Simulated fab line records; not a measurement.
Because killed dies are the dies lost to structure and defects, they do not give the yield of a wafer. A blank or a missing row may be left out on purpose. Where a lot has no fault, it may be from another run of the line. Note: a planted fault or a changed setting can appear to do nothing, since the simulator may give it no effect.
Problem report in the 8D (eight disciplines) form, filled by code / flow nandHarc / the parts of the form that need people (team, actions taken, sign-off) are left out

## 1. THE ISSUE
killedAtPeriphery at NHARC_END_SORT_01 reads a mean of 29.8 on 4 wafers of 2 lots; wafers without a fault read 2.9 with a standard deviation of 2. Measured from the usual mean, that is +13 standard deviations.
First observed at day 23 23:53: wafer L467.1, on prober-02. Wafers with a number at this step in the record: 6, from 2 lots. Rule for "out" (also "out of limits"): further than 4 standard deviations from the usual mean. All remaining wafers that have a number are taken as sound.

## 2. WHAT IT IS, AND WHAT IT ISN'T
question=which readings at this step | is=killedAtPeriphery | is not=killedAtArray, killedAtOther, killedShort
question=which lots | is=L467, L469 | is not=-
question=which wafers of those lots | is=L467.1, L467.6, L469.1, L469.6 | is not=L467.3, L469.3
question=read on which gauges | is=prober-02 | is not=-
question=when | is=from day 23 23:53 | is not=up to then (0 sound wafers); but 2 sound wafers of L467, L469 came after

## 3. THE SUSPECTS, EACH WITH WHAT RULES IT OUT
Counting: if a tool at a process step up to the reading ran every lot that is out, it stays a suspect. Sound lots after the first of them don't rule it out here, since some wafers of a struck lot are sound.
- ruled out: the gauge at NHARC_END_SORT_01. All the wafers that are out were read on prober-02, but those of them that NHARC_P_STI_ETCH_31 has rows for are out there too, on other tools.
- rieDiel-05 at NHARC_P_ZERO_WELL_DESCUM_13 (chemistry O2, time 3 s): kept. It ran every lot that is out, first L467 (day 5 07:25).
- rieDiel-12 at NHARC_P_STI_ETCH_31 (etches the open film in CF4/CHF3, target depth 108.9 nm, time 54.5 s): kept. It ran every lot that is out, first L467 (day 6 11:35). Out on those wafers are its own readings of runLengthS.
- rieDiel-07 at NHARC_P_GATE_STRIP_108 (strips in O2): kept. It ran every lot that is out, first L467 (day 8 21:30).
After the count, these remain: rieDiel-05 at NHARC_P_ZERO_WELL_DESCUM_13, rieDiel-12 at NHARC_P_STI_ETCH_31 and rieDiel-07 at NHARC_P_GATE_STRIP_108.

## 4. THE CAUSE (what the simulator had put in)
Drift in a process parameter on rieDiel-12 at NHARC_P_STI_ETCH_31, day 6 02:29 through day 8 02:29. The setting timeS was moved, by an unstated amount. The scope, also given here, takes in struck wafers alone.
This tool is one of the 3 suspects left after counting.

## 5. THE EFFECT CHAIN, in route order
Each row: a reading whose mean over the struck wafers that have a number lies more than 3 standard deviations from the usual. Scope: only readings with a usual standard deviation given in the record; hours: median across lots of the time from each lot's start at the first step in this table that gives one to its start at this step; sigmas: change in usual standard deviations.
hours=0; step=NHARC_P_STI_ETCH_31; reading=runLengthS; usual=75.7 s; on struck wafers=66.2; change=-9.5; sigmas=-21
hours=424; step=NHARC_END_SORT_01; reading=killedAtPeriphery; usual=2.9; on struck wafers=29.8; change=+26.9; sigmas=+13
Here are the process steps it includes:
- NHARC_P_STI_ETCH_31: etches the open film in CF4/CHF3, target depth 108.9 nm, time 54.5 s.

## 6. WHAT WOULD HAVE CAUGHT IT SOONER
Counted from the fault's start at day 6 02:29, it took 429 hours until the first out-of-limits reading at a measuring or inspecting step in this record, taken at day 23 23:53.
At NHARC_P_STI_ETCH_31, the tool's own readings (runLengthS) were out on each struck wafer the step has a row for, so an alarm limit on them would have fired on the first such wafer.
By day 23 23:53 the whole set of lots that are out, 2 in number, had already begun NHARC_P_STI_ETCH_31 on rieDiel-12. A hold on the tool at that time would have spared none of them.
